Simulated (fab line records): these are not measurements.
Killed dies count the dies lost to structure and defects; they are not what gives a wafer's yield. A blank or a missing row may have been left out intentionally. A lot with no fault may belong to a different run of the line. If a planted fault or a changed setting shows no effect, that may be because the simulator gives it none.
A struck lot beside a sound one | flow n5 finfet | 15 steps out of a route of 1938
Sound: wafers L641.2, L641.4, L641.5. Wafers L659.1, L659.2, L659.3 were the ones struck. The cause is named last.
Order at every step that has rows: each side's tool, ch and its chambers, its first start. Under that, the readings that differ: sound wafers | struck wafers | difference of the means | sigmas: that difference in standard deviations of wafers without a fault.
alike: same words and numbers on both sides, and readings whose means sit less than 2 such deviations apart. not compared: any withheld reading, any reading some wafer has no value for, any bound like >300 that may hide the same value, and any number with overlapping values for which the record gives no deviation.
Wherever a step has rows on one side only, a row that says differs or no value, or a row with sigmas, the two part there. Numbers that have no deviation but don't overlap get no sigmas and don't part them. A reading that every wafer of one side lacks parts them only if that side has two wafers or more.

N5_BEOL_M7_INSPECT_30: inspects for defects (brightfield).
  sound: defect inspect-01 at day 10 04:05; struck: defect inspect-01 at day 14 12:22
  alike: raw defect count
N5_BEOL_M7_DESCUM_33: chemistry O2, time 7 s.
  sound on rie diel-03 ch 1,3, day 10 04:07; struck on rie diel-04 ch 1,2,3, day 14 12:24
  alike: drypump motor current A, oes product au, rf vpp V, showerhead plenum p Torr, throttle valve pct
  not compared: rf hours counter h
N5_BEOL_M7_ETCH_72: etches underlayer in N2/H2, target depth 6.5 nm, time 5.2 s.
  sound on rie diel-03 ch 1,3, day 10 04:08; struck on rie diel-04 ch 1,2,3, day 14 12:26
  alike: drypump motor current A, etch rf on time s, oes product au, rf vpp V, showerhead plenum p Torr, throttle valve pct
  not compared: rf hours counter h
then, 1 step without rows for these wafers: N5_BEOL_M7_ETCH_65 (etches SiARC in CF4, target depth 15.6 nm, time 26 s).
N5_BEOL_M7_ETCH_66: etches SOC in N2/H2, target depth 80 nm, overetch 16 nm, time 120 s.
  sound on rie diel-03 ch 1,3, day 10 04:11; struck on rie diel-04 ch 1,2,3, day 14 12:29
  alike: drypump motor current A, oes product au, rf vpp V, showerhead plenum p Torr, throttle valve pct
  not compared: rf hours counter h
then, 2 steps without rows for these wafers: N5_BEOL_M7_STRIP_69 (strips in N2/H2); N5_BEOL_M7_STRIP_73 (strips in N2/H2).
N5_BEOL_M7_VIA_ETCH_34: etches SiCOH lowk in C4F6/O2, target depth 125.5 nm, time 50.5 s.
  sound on rie diel-03 ch 1,3, day 10 04:17; struck on rie diel-04 ch 1,2,3, day 14 12:35
  alike: drypump motor current A, oes product au, rf vpp V, showerhead plenum p Torr, throttle valve pct
  not compared: rf hours counter h
then, 3 steps without rows for these wafers: N5_BEOL_M7_STRIP_76 (strips in C4F6/O2); N5_BEOL_M7_STRIP_36 (strips in N2/H2); N5_BEOL_M7_TRENCH_ETCH_37 (etches SiCOH lowk in C4F6/O2, target depth 93.478 nm, time 31.2 s).
N5_BEOL_M7_ETCH_41: etches SiCN in CH3F/O2, target depth 31.9 nm, time 57.8 s.
  sound: rie diel-03 ch 1,3; struck: rie diel-04 ch 1,2,3
  alike: drypump motor current A, oes product au, rf vpp V, showerhead plenum p Torr, throttle valve pct
  not compared: rf hours counter h
N5_BEOL_M7_STRIP_80: strips in N2/H2, time 10 s.
  sound on rie diel-03 ch 1,3, day 10 04:28; struck on rie diel-04 ch 1,2,3, day 14 12:45
  no value came back on the struck wafers for any of 7 readings (bias power w (W), chamber pressure mTorr (mTorr) and others); on the sound wafers bias power w (W) reads 6.987 6.991 7.001
  not compared: rf hours counter h
N5_BEOL_M7_OCD_MEAS_38:
  sound: ocd-02 at day 10 04:32; struck: ocd-01 at day 14 12:50
  alike: trench depth nm
-- here the record skips 4 days between the struck wafers' starts before and after, leaving off in module BEOL_M7 and picking up in module PASSIVATION (first step shown: number 1936 of the route) --
N5_PASSIVATION_PROBE_49:
  the record has rows for the struck wafers here (prober-02, day 18 03:12) and none for the sound ones

WHERE THEY PART
First at N5_BEOL_M7_STRIP_80; last, within this record, at N5_PASSIVATION_PROBE_49.

WHY: whatever the simulator had introduced
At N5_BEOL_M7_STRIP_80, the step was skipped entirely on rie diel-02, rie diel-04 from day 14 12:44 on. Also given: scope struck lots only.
